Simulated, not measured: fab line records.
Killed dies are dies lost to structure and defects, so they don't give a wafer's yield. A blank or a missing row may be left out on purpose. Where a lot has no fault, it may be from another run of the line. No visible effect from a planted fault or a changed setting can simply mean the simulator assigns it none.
Which tool did it? ; flow nandHarc ; 13 lots with 39 wafers sampled at 5 steps, on a route of 1302 steps

## WHAT EACH GAUGE READ, for each wafer
NHARC_A_SOURCE_PLATE_THK_MEAS_09: measures by ellipsometry.
lot;measured;on;thkNm (nm)
L259;day 7 06:23;filmMetro-02;10.1 9.8 9.9
L261;day 8 02:11;filmMetro-02;9.2 9.8 9.0
L262;day 8 11:39;filmMetro-02;11.1 9.5 8.5
L264;day 9 04:19;filmMetro-01;9.5 9.8 9.2
L267;day 10 08:02;filmMetro-01;8.9 8.6 11.5
L271;day 11 22:16;filmMetro-02;10.5 9.5 8.6
L274;day 13 07:28;filmMetro-02;10.4 9.0 10.4
L275;day 13 23:24;filmMetro-02;8.0 11.1 9.6
L276;day 14 03:22;filmMetro-02;8.3 11.1 9.1
L277;day 14 10:08;filmMetro-01;10.7 10.5 10.7
L279;day 15 07:45;filmMetro-01;11.4 9.2 7.9
L280;day 15 18:19;filmMetro-02;10.0 9.9 10.8
L282;day 17 01:55;filmMetro-01;9.5 10.7 10.3

NHARC_A_ONON_D1_THK_MEAS_14: measures by ellipsometry.
lot;measured;on;thkNm (nm)
L259;day 7 21:52;filmMetro-02;1009 1006 1007
L261;day 8 18:05;filmMetro-01;984 984 986
L262;day 9 03:33;filmMetro-02;1001 1003 1004
L264;day 9 20:17;filmMetro-02;986 988 987
L267;day 11 01:07;filmMetro-01;1009 1012 1010
L271;day 12 14:11;filmMetro-01;901 901 901
L274;day 13 22:58;filmMetro-02;906 905 907
L275;day 14 17:20;filmMetro-01;995 994 994
L276;day 14 17:21;filmMetro-02;1013 1011 1011
L277;day 15 01:56;filmMetro-01;996 997 995
L279;day 16 00:51;filmMetro-01;1010 1013 1012
L280;day 16 10:19;filmMetro-01;998 997 997
L282;day 17 17:23;filmMetro-02;1012 1013 1010

NHARC_END_SORT_01.
lot;measured;on;killedAtArray;killedAtOther;killedAtPeriphery;killedDies;killedOpen;killedShort
L271;day 28 21:28;prober-01;676 672 676;1 3 0;0 2 1;677 677 677;1 8 6;1 7 2
L274;day 30 08:06;prober-01;668 671 674;1 0 0;8 6 3;677 677 677;3 2 0;2 1 0

## WHAT TOOL EACH LOT RAN ON (gives the tool, then ch and the chambers of the sampled wafers, and finally the start)
lot;NHARC_A_ZERO_WELL_DESCUM_12;NHARC_A_ONON_D1_DEP_12
L259;rieDiel-03 ch 0,1,3, day 6 20:12;pecvdOnon-01 ch 0, day 7 21:24
L261;rieDiel-01 ch 0,1,2, day 7 17:51;pecvdOnon-01 ch 0, day 8 17:35
L262;rieDiel-01 ch 0,1, day 8 03:28;pecvdOnon-01 ch 0, day 9 03:10
L264;rieDiel-03 ch 0,1,2, day 8 19:13;pecvdOnon-01 ch 0, day 9 19:46
L267;rieDiel-07 ch 0,1,2, day 9 23:39;pecvdOnon-01 ch 0, day 11 00:36
L271;rieDiel-01 ch 1,3, day 11 13:12;pecvdOnon-04 ch 0, day 12 13:46
L274;rieDiel-07 ch 0,2,3, day 12 22:15;pecvdOnon-04 ch 0, day 13 22:27
L275;rieDiel-03 ch 2,3, day 13 14:40;pecvdOnon-01 ch 0, day 14 16:49
L276;rieDiel-01 ch 1,3, day 13 19:16;pecvdOnon-03 ch 0, day 14 16:57
L277;rieDiel-03 ch 0,1, day 14 02:01;pecvdOnon-01 ch 0, day 15 01:24
L279;rieDiel-03 ch 0,3, day 15 01:46;pecvdOnon-03 ch 0, day 16 00:31
L280;rieDiel-03 ch 1,2,3, day 15 09:40;pecvdOnon-01 ch 0, day 16 09:48
L282;rieDiel-03 ch 1,3, day 16 17:14;pecvdOnon-03 ch 0, day 17 16:56
- NHARC_A_ZERO_WELL_DESCUM_12: chemistry O2, time 3 s.
- NHARC_A_ONON_D1_DEP_12: target thk 1000 nm.

## WHAT THE TOOLS THEMSELVES READ (means of the sampled wafers that have a number; where no wafer has one, the mark that the record gives instead)
NHARC_A_ZERO_WELL_DESCUM_12.
lot;tool;drypumpMotorCurrentA (A);oesProductAu (a.u.);rfVppV (V);showerheadPlenumPTorr (Torr);throttleValvePct (%)
L259;rieDiel-03;5.6;0.998;58.1;1.93;11.312
L261;rieDiel-01;5.9;1.006;57.8;1.96;11.314
L262;rieDiel-01;6.1;1.000;58.2;1.93;11.314
L264;rieDiel-03;5.6;1.009;57.4;1.89;11.308
L267;rieDiel-07;6.0;0.995;57.6;1.95;11.316
L271;rieDiel-01;5.4;1.004;58.2;1.92;11.320
L274;rieDiel-07;6.1;0.999;58.5;1.93;11.311
L275;rieDiel-03;5.0;1.000;57.5;1.91;11.322
L276;rieDiel-01;5.4;1.009;57.5;1.87;11.316
L277;rieDiel-03;5.9;0.995;57.3;1.90;11.303
L279;rieDiel-03;5.6;1.000;58.0;1.90;11.315
L280;rieDiel-03;5.2;1.001;56.5;1.91;11.311
L282;rieDiel-03;5.5;1.003;57.9;1.95;11.309

NHARC_A_ONON_D1_DEP_12.
lot;tool;n2oFlowSccm (sccm);nh3FlowSccm (sccm);sih4FlowSccm (sccm)
L259;pecvdOnon-01;1994;503.1;210.4
L261;pecvdOnon-01;2003;500.3;209.9
L262;pecvdOnon-01;2001;499.8;209.2
L264;pecvdOnon-01;2009;498.4;210.3
L267;pecvdOnon-01;2006;500.9;210.2
L271;pecvdOnon-04;2003;501.1;209.9
L274;pecvdOnon-04;2001;500.2;209.5
L275;pecvdOnon-01;2004;501.6;209.5
L276;pecvdOnon-03;2008;498.2;210.0
L277;pecvdOnon-01;2001;499.1;209.1
L279;pecvdOnon-03;1998;501.8;209.6
L280;pecvdOnon-01;2007;500.6;209.7
L282;pecvdOnon-03;2006;501.0;209.7

## THE ANSWER, worked out from the rows above alone
Rule: the usual values come from the lots themselves. Put in order of their means at a reading, lots are off if they are a third of the lots or fewer, leave a main group of 4 or more, and stand apart from it by a gap of 3 or more times the standard deviation of the main group's means; of several such gaps the widest counts. The tables above print the reading to a certain number of digits; a main group whose means all agree to those digits is not used. A lot without any number at a reading at which 4 lots or more have one is off too. The other lots that the step has rows for count as sound. Order of review: gauges by route order, followed by the tools' own readings, for which a lot's mean as printed above is used. The first step at which some lot is off is used, and at that step the reading that is off furthest; a lot without a number counts as furthest.
Off, at NHARC_A_ONON_D1_THK_MEAS_14 on thkNm: L271, L274. Mean 1001 nm and standard deviation 9.6 in the main group.
If a tool, at a process step before that reading, ran all the lots that are off and no sound lot after the first of them, it fits. Those tools and the gauges at NHARC_A_ONON_D1_THK_MEAS_14 are tried in the same way. One fits: pecvdOnon-04 at NHARC_A_ONON_D1_DEP_12. It ran no sound lot before its first lot that is off in this sample, so the start can't be narrowed down.

## WHAT WAS PUT IN BY THE SIMULATOR
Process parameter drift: pecvdOnon-04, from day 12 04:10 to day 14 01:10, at NHARC_A_ONON_D1_DEP_12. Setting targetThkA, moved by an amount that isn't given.
Shown lots that were struck: L271, L274. The rule given above showed the same thing.
